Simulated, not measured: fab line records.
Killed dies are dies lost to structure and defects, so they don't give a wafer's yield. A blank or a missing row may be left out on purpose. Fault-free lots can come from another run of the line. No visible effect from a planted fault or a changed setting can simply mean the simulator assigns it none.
Matching of chambers || flow n5Finfet || N5_BEOL_M0_SAQP_HM_OPEN_112 on rieDiel-02: 4 sister chambers
The step chemistry CHF3/O2, target SiO2, stops on a-Si, target depth 12 nm, time 13.5 s. 4 wafers are shown with their chamber, then 10 later ones without.

WAFERS WITH THEIR CHAMBER
{"wafer": "L086.4", "chamber": 2, "rfVppV (V)": 520}
{"wafer": "L086.6", "chamber": 3, "rfVppV (V)": 529}
{"wafer": "L090.3", "chamber": 0, "rfVppV (V)": 513}
{"wafer": "L090.4", "chamber": 1, "rfVppV (V)": 508}

WAFERS WITH NO CHAMBER GIVEN
{"wafer": "L090.6", "rfVppV (V)": 530}
{"wafer": "L094.2", "rfVppV (V)": 509}
{"wafer": "L094.3", "rfVppV (V)": 514}
{"wafer": "L094.6", "rfVppV (V)": 518}
{"wafer": "L096.1", "rfVppV (V)": 513}
{"wafer": "L096.3", "rfVppV (V)": 529}
{"wafer": "L096.5", "rfVppV (V)": 513}
{"wafer": "L097.1", "rfVppV (V)": 512}
{"wafer": "L097.2", "rfVppV (V)": 530}
{"wafer": "L097.3", "rfVppV (V)": 521}

CHAMBER TAKEN BY EACH
{"wafer": "L090.6", "from the rows above": 3, "in truth": 3}
{"wafer": "L094.2", "from the rows above": 1, "in truth": 1}
{"wafer": "L094.3", "from the rows above": 0, "in truth": 0}
{"wafer": "L094.6", "from the rows above": 2, "in truth": 2}
{"wafer": "L096.1", "from the rows above": 0, "in truth": 0}
{"wafer": "L096.3", "from the rows above": 3, "in truth": 3}
{"wafer": "L096.5", "from the rows above": 0, "in truth": 0}
{"wafer": "L097.1", "from the rows above": 0, "in truth": 0}
{"wafer": "L097.2", "from the rows above": 3, "in truth": 3}
{"wafer": "L097.3", "from the rows above": 2, "in truth": 2}
Correct placement for 10 of the 10. Left unplaced by these rows: 0. 0 placed wrongly.
How it was worked out, from the rows above alone: a wafer's distance from a chamber is the root of the sum, over the readings, of the square of ((its reading less the chamber's mean) divided by the reading's scatter). If the next closest chamber is less than 2 further off than the closest, the wafer can't be placed; otherwise it belongs to the closest. A chamber's mean is the mean of its shown wafers. The scatter: with one shown wafer a chamber, the root of the mean of the squares of how far each hidden wafer lies from its nearest shown one.
